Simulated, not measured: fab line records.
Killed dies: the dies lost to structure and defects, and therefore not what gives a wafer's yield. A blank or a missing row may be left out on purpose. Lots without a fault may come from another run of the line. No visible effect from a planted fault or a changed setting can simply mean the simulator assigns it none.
Split-lot trial ; flow n5_finfet ; route with 1938 steps; 7 lots, 21 wafers read

## ON THE SPLIT
At N5_BEOL_M0_SAQP_EXPOSE_11 (exposes mask M0 CORE, target cd 42 nm), the setting dose_mj was moved away from the recipe's 55 on 8 of the 21 wafers read, by -5.3% to +6.7%. All remaining wafers had this setting at the recipe value.

## FROM THE SPLIT TO THE READING: what the file shows between them, 2 steps
- N5_BEOL_M0_SAQP_PEB_12: peb time 60 s
- N5_BEOL_M0_SAQP_DEVELOP_13: develop time 30 s

## THE READING
cd_nm, in nm, at N5_BEOL_M0_SAQP_CD_MEAS_14 (target cd 42.5 nm). Typical for fault-free wafers on this fab line: 42.6 nm, with standard deviation 0.32 nm.

wafer;tool, chamber at the split;dose_mj as run;against the recipe;cd_nm, nm;against lot-mates on the recipe
L074.1;arfi_scanner-01, 0;55;recipe;42.7;-
L074.4;arfi_scanner-01, 0;52.06;-5.3%;44.4;+1.7
L074.5;arfi_scanner-01, 0;52.06;-5.3%;44.1;+1.4
L077.1;arfi_scanner-02, 0;55;recipe;43.0;-
L077.3;arfi_scanner-02, 0;55;recipe;42.6;-
L077.5;arfi_scanner-02, 0;52.75;-4.1%;43.9;+1.1
L079.2;arfi_scanner-03, 0;55;recipe;42.3;-
L079.4;arfi_scanner-03, 0;55;recipe;42.4;-
L079.6;arfi_scanner-03, 0;55;recipe;42.3;-
L080.2;arfi_scanner-03, 0;55;recipe;42.4;-
L080.4;arfi_scanner-03, 0;58.7;+6.7%;40.8;-1.7
L080.5;arfi_scanner-03, 0;55;recipe;42.5;-
L083.1;arfi_scanner-01, 0;56.13;+2.1%;41.7;-0.7
L083.4;arfi_scanner-01, 0;55;recipe;42.4;-
L083.6;arfi_scanner-01, 0;56.13;+2.1%;41.8;-0.6
L094.1;arfi_scanner-01, 0;55;recipe;42.3;-
L094.3;arfi_scanner-01, 0;55;recipe;42.2;-
L094.6;arfi_scanner-01, 0;55;recipe;42.3;-
L095.2;arfi_scanner-01, 0;52.95;-3.7%;44.1;+1.8
L095.3;arfi_scanner-01, 0;52.95;-3.7%;43.7;+1.4
L095.5;arfi_scanner-01, 0;55;recipe;42.3;-

THE FIT
A straight line over all 21 wafers: cd_nm changes by -0.318 nm for each +1% of dose_mj; r = -0.97; the points scatter about the line by 0.24 nm.
The same after taking each lot's own level away (the mean of its wafers on the recipe; 21 wafers): -0.297 nm for each +1%; r = -0.97; scatter 0.21 nm.
On that fit, the largest move of dose_mj shifts the reading by 2 nm.
Across the lots, their own levels run from 42.27 to 42.80 nm, a range of 1.7 times the standard deviation given above.
The two slopes agree, so the slope changes little with the lot-to-lot level.
Check: -2.15 nm against its lot-mates is what the line predicts for one of the wafers moved furthest among these (+6.7%) when that wafer is left out of the fit. Against them it came out at -1.65 nm.

## FURTHER SPLITS ON THESE WAFERS
Before the reading, these wafers also passed through other splits. Each is held against what the fit with the lots' levels taken away leaves over:
other split on the same wafers;wafers away from the commonest value;r with cd_nm (lot level and that fit taken away)
N5_MOL_CONTACT_COAG_COAT_104 spin_rpm;6;+0.09
N5_MOL_CONTACT_COAG_COAT_64 spin_rpm;4;-0.64
N5_BEOL_M0_SAQP_HM_DEP_02 target_thk_a;9;-0.46

## FILE'S OWN FIT
cd_nm changes by -0.292 nm for each +1% of dose_mj, r = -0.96.
